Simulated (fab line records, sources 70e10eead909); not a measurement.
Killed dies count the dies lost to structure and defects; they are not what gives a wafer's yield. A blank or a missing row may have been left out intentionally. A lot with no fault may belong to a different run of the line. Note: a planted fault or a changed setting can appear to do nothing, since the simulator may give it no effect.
One fault through the eyes of 2 desks -- flow nandHarc -- each desk holds nothing but its own numbers, with what lay behind them at the end

== METROLOGY DESK ==
What the gauges read for every lot (on any tool): the sampled wafers with a number, averaged. The brackets show how far a lot's mean lies from the usual mean; more than 4 standard deviations puts the lot out of limits, marked OUT.
Columns: A = cdNm at NHARC_P_GATE_CD_MEAS_91, usual 1999.6 nm
lot,first seen here,A
L211,day 5 21:06,1997.8
L212,day 6 03:53,2000.7
L213,day 6 13:57,1998.1
L214,day 7 03:14,2001.1
L217,day 8 04:58,1999.4
L218,day 8 10:08,1998.2
L220,day 9 12:37,1996.5
L225,day 11 15:44,2000.2
L227,day 12 16:50,1998.5
L229,day 13 14:56,1998.5
L230,day 13 20:07,2000.2
L232,day 14 14:31,2000.4
L234,day 15 04:32,1999.1
Finding of this desk: none of the 13 lots has anything out of limits.

== DESK OF THE TOOL OWNER: pecvd-03 ==
The tool's own readings at NHARC_P_CONTACT_DEP_30 (deposits SiNx, target thk 30 nm): means of the sampled wafers that have a number, for each lot that ran on this tool. The brackets show how far a lot's mean lies from the usual mean; more than 4 standard deviations puts the lot out of limits, marked OUT.
Columns: A = heaterPowerW at NHARC_P_CONTACT_DEP_30, usual 711 W; B = rfFwdPowerW at NHARC_P_CONTACT_DEP_30, usual 448.9 W
lot,first seen here,A,B
L213,day 6 17:20,715,449.4
L217,day 8 08:19,753,475.1 (+19) OUT
L220,day 9 16:01,723,472.6 (+17) OUT
L227,day 12 20:01,719,448.8
L230,day 13 23:18,775,448.7
L234,day 15 07:40,756,448.9
This desk's finding: out of limits on L217, L220; first on L217, day 8 08:19 (rfFwdPowerW at NHARC_P_CONTACT_DEP_30). In limits: L213, L227, L230, L234.

== BROUGHT TOGETHER ==
The tool owner's desk could have raised an alarm at day 8 08:19, on L217, L220.
Nothing out of limits was seen by the metrology desk.
The metrology desk has L217, L220 on record, within its limits.
All the named lots went through NHARC_P_CONTACT_DEP_30 on pecvd-03.

== WHAT THE SIMULATOR HAD PUT IN ==
pecvd-03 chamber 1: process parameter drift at NHARC_P_CONTACT_DEP_30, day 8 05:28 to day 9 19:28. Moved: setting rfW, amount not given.
Struck lots among those shown: L217, L220.
How many hours passed from the start of the fault until each desk's first out-of-limits reading: the tool owner's desk, 3.
